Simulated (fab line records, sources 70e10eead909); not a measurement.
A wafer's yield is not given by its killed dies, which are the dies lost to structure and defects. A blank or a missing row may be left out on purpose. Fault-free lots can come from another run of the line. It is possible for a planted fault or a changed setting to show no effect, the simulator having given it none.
Chamber matching	flow nandHarc	pecvd-03 running NHARC_A_STAIRCASE_DEP_417: 3 sister chambers
The step deposits Si3N4, target thk 60 nm. 6 wafers are shown with their chamber, then 8 later ones without.

EACH WAFER AND ITS CHAMBER
wafer	chamber	heaterPowerW (W)	rfFwdPowerW (W)
L080.3	1	752	448.9
L080.5	0	691	447.9
L081.4	2	779	450.1
L081.5	1	794	450.2
L081.6	0	587	452.4
L083.2	2	702	452.6

WAFERS WHOSE CHAMBER IS MISSING
wafer	heaterPowerW (W)	rfFwdPowerW (W)
L083.3	599	451.4
L083.5	710	449.8
L084.1	724	449.4
L084.2	701	448.2
L084.6	720	450.5
L094.1	705	450.5
L094.3	752	449.0
L094.4	711	449.3

CHAMBER TAKEN BY EACH
wafer	from the rows above	in truth
L083.3	can't be placed: 0 or 2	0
L083.5	can't be placed: 2 or 1 or 0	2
L084.1	can't be placed: 1 or 2 or 0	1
L084.2	can't be placed: 0 or 1 or 2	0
L084.6	can't be placed: 2 or 1 or 0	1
L094.1	can't be placed: 2 or 0 or 1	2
L094.3	can't be placed: 1 or 2 or 0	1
L094.4	can't be placed: 2 or 1 or 0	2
Correct placement for 0 of the 8. Not placeable from these rows: 8 (in 8, the candidates include the true chamber). Placed wrongly: 0.
How it was worked out, from the rows above alone: a wafer's distance from a chamber is the root of the sum, over the readings, of the square of ((its reading less the chamber's mean) divided by the reading's scatter). The wafer belongs to the nearest chamber; if the next one is less than 2 further off, it can't be placed. A chamber's mean is the mean of its shown wafers. How the scatter is found: for the shown wafers, subtract from each reading the mean of its chamber, square and add these, divide the total by (wafers less chambers), then take the root.
